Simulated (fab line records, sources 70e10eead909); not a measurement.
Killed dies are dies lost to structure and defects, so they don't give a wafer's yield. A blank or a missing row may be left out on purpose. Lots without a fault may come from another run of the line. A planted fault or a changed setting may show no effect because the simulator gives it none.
Chamber matching | flow nand_harc | NHARC_A_STAIRCASE_DEP_259 on pecvd-03: 3 sister chambers
The step deposits SiON, target thk 30 nm. 22 wafers are shown with their chamber, then 11 later ones without.

WAFERS WITH THEIR CHAMBER
wafer  | chamber | showerhead_vpp_V (V) | heater_power_w (W) | heater_power_outer_w (W)
L077.3 | 0       | 1205                 | 828                | 503
L077.4 | 2       | 1160                 | 737                | 452
L077.6 | 2       | 1162                 | 740                | 469
L078.2 | 1       | 1145                 | 811                | 472
L078.3 | 2       | 1171                 | 734                | 442
L078.5 | 0       | 1203                 | 725                | 431
L086.1 | 2       | 1176                 | 677                | 418
L086.4 | 0       | 1168                 | 811                | 477
L086.6 | 2       | 1139                 | 679                | 416
L090.1 | 0       | 1180                 | 813                | 470
L090.3 | 1       | 1160                 | 752                | 390
L090.6 | 1       | 1152                 | 775                | 399
L089.1 | 2       | 1173                 | 761                | 479
L089.2 | 1       | 1158                 | 862                | 476
L089.5 | 0       | 1176                 | 748                | 423
L091.1 | 0       | 1209                 | 838                | 504
L091.4 | 0       | 1204                 | 854                | 510
L091.6 | 2       | 1172                 | 767                | 474
L093.1 | 2       | 1137                 | 762                | 469
L093.2 | 0       | 1190                 | 745                | 415
L093.6 | 2       | 1175                 | 757                | 483
L092.1 | 1       | 1129                 | 762                | 383

SIGNATURES (means of the wafers above)
reading              | chamber 0 | chamber 1 | chamber 2 | scatter within a chamber
showerhead_vpp_V     | 1191.88   | 1148.80   | 1162.78   | 14.8
heater_power_w       | 795.25    | 792.40    | 734.89    | 42.4
heater_power_outer_w | 466.62    | 424.00    | 455.78    | 35.7
Rule: a wafer's distance from a chamber is the root of the sum, over the readings, of the square of ((its reading less the chamber's mean) divided by the reading's scatter). The wafer belongs to the nearest chamber; if the next one is less than 2 further off, it can't be placed. The scatter: the root of (the sum of the squares of (reading less its chamber's mean) over the shown wafers, divided by (wafers less chambers)).

WAFERS WITHOUT THEIR CHAMBER
wafer  | showerhead_vpp_V (V) | heater_power_w (W) | heater_power_outer_w (W)
L092.3 | 1164                 | 711                | 431
L092.4 | 1159                 | 764                | 398
L096.2 | 1179                 | 787                | 462
L096.4 | 1181                 | 769                | 459
L096.5 | 1167                 | 791                | 481
L094.1 | 1174                 | 715                | 435
L094.4 | 1156                 | 723                | 445
L094.6 | 1191                 | 730                | 411
L097.2 | 1213                 | 754                | 414
L097.4 | 1188                 | 740                | 435
L097.6 | 1161                 | 862                | 476

WHICH CHAMBER EACH WENT THROUGH
wafer  | from the rows above          | in truth
L092.3 | can't be placed: 2 or 1      | 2
L092.4 | can't be placed: 1 or 2 or 0 | 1
L096.2 | can't be placed: 0 or 2 or 1 | 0
L096.4 | can't be placed: 0 or 2 or 1 | 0
L096.5 | can't be placed: 2 or 0 or 1 | 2
L094.1 | can't be placed: 2 or 0 or 1 | 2
L094.4 | can't be placed: 2 or 1      | 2
L094.6 | can't be placed: 0 or 2 or 1 | 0
L097.2 | can't be placed: 0 or 2      | 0
L097.4 | can't be placed: 0 or 2 or 1 | 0
L097.6 | can't be placed: 1 or 0 or 2 | 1
Placed correctly: 0 of 11. Can't be placed from these rows: 11 (the true chamber is among the candidates in 11). Placed wrongly: 0.
